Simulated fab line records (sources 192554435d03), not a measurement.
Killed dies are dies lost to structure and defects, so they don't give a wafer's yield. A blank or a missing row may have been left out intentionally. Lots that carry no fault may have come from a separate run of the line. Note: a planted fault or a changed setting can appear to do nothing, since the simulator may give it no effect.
Split-lot trial + flow n5_finfet + 7 lots, 21 wafers read, on a route of 1938 steps

== ON THE SPLIT ==
At N5_MOL_CONTACT_COAG_ETCH_105 (etches SiARC in CF4, target depth 15.6 nm, time 26 s), the setting bias_w was moved away from the recipe's 36 W on 4 of the 21 wafers read, by -17.9% to -13.7%. All remaining wafers had this setting at the recipe value.

Reading taken at the split's own step.

== THE READING ==
rf_vpp_V, in V, at N5_MOL_CONTACT_COAG_ETCH_105 (etches SiARC in CF4, target depth 15.6 nm, time 26 s). A value of 183.8 V with a standard deviation of 1.2 V is what fault-free wafers of this fab line usually give.

| wafer  | tool, chamber at the split | bias_w as run, W | against the recipe | rf_vpp_V, V | against lot-mates on the recipe |
|--------|----------------------------|------------------|--------------------|-------------|---------------------------------|
| L077.1 | rie_diel-04, 3             | 29.55            | -17.9%             | 161.4       | -23.0                           |
| L077.5 | rie_diel-04, 0             | 36               | recipe             | 183.8       | -                               |
| L077.6 | rie_diel-04, 1             | 36               | recipe             | 184.9       | -                               |
| L079.1 | rie_diel-03, 3             | 36               | recipe             | 183.2       | -                               |
| L079.3 | rie_diel-03, 1             | 36               | recipe             | 183.2       | -                               |
| L079.4 | rie_diel-03, 1             | 36               | recipe             | 182.9       | -                               |
| L082.1 | rie_diel-04, 1             | 30.18            | -16.2%             | 166.6       | -17.0                           |
| L082.3 | rie_diel-04, 0             | 36               | recipe             | 183.6       | -                               |
| L082.6 | rie_diel-04, 1             | 36               | recipe             | 183.7       | -                               |
| L083.1 | rie_diel-05, 1             | 36               | recipe             | 183.4       | -                               |
| L083.4 | rie_diel-05, 2             | 36               | recipe             | 180.9       | -                               |
| L083.5 | rie_diel-05, 3             | 36               | recipe             | 185.2       | -                               |
| L086.1 | rie_diel-03, 0             | 36               | recipe             | 185.2       | -                               |
| L086.2 | rie_diel-03, 2             | 36               | recipe             | 183.4       | -                               |
| L086.3 | rie_diel-03, 1             | 36               | recipe             | 182.7       | -                               |
| L091.1 | rie_diel-05, 1             | 31.07            | -13.7%             | 168.1       | -14.7                           |
| L091.2 | rie_diel-05, 2             | 36               | recipe             | 183.0       | -                               |
| L091.5 | rie_diel-05, 0             | 36               | recipe             | 182.6       | -                               |
| L095.3 | rie_diel-05, 0             | 30.97            | -14.0%             | 165.8       | -18.3                           |
| L095.4 | rie_diel-05, 3             | 36               | recipe             | 185.5       | -                               |
| L095.5 | rie_diel-05, 1             | 36               | recipe             | 182.8       | -                               |

THE FIT
A straight line over all 21 wafers: rf_vpp_V changes by +1.17 V for each +1% of bias_w; r = +0.99; the points scatter about the line by 1.2 V.
The same after taking each lot's own level away (the mean of its wafers on the recipe; 21 wafers): +1.19 V for each +1%; r = +0.99; scatter 1.3 V.
On that fit, the largest move of bias_w shifts the reading by 21 V.
Measured against the standard deviation above, the lots' own levels, which go from 182.80 to 184.35 V, span 1.3 times it.
The two slopes agree, so the slope changes little with the lot-to-lot level.
Check: -20.4 V against its lot-mates is what the line predicts for one of the wafers moved furthest among these (-17.9%) when that wafer is left out of the fit. It came out at -23 V against them.
Tool readings at the split's step, against how far the setting was moved: rf_vpp_V r = +0.99.

== THE FILE'S OWN FIT ==
rf_vpp_V changes by +1.19 V for each +1% of bias_w, r = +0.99.
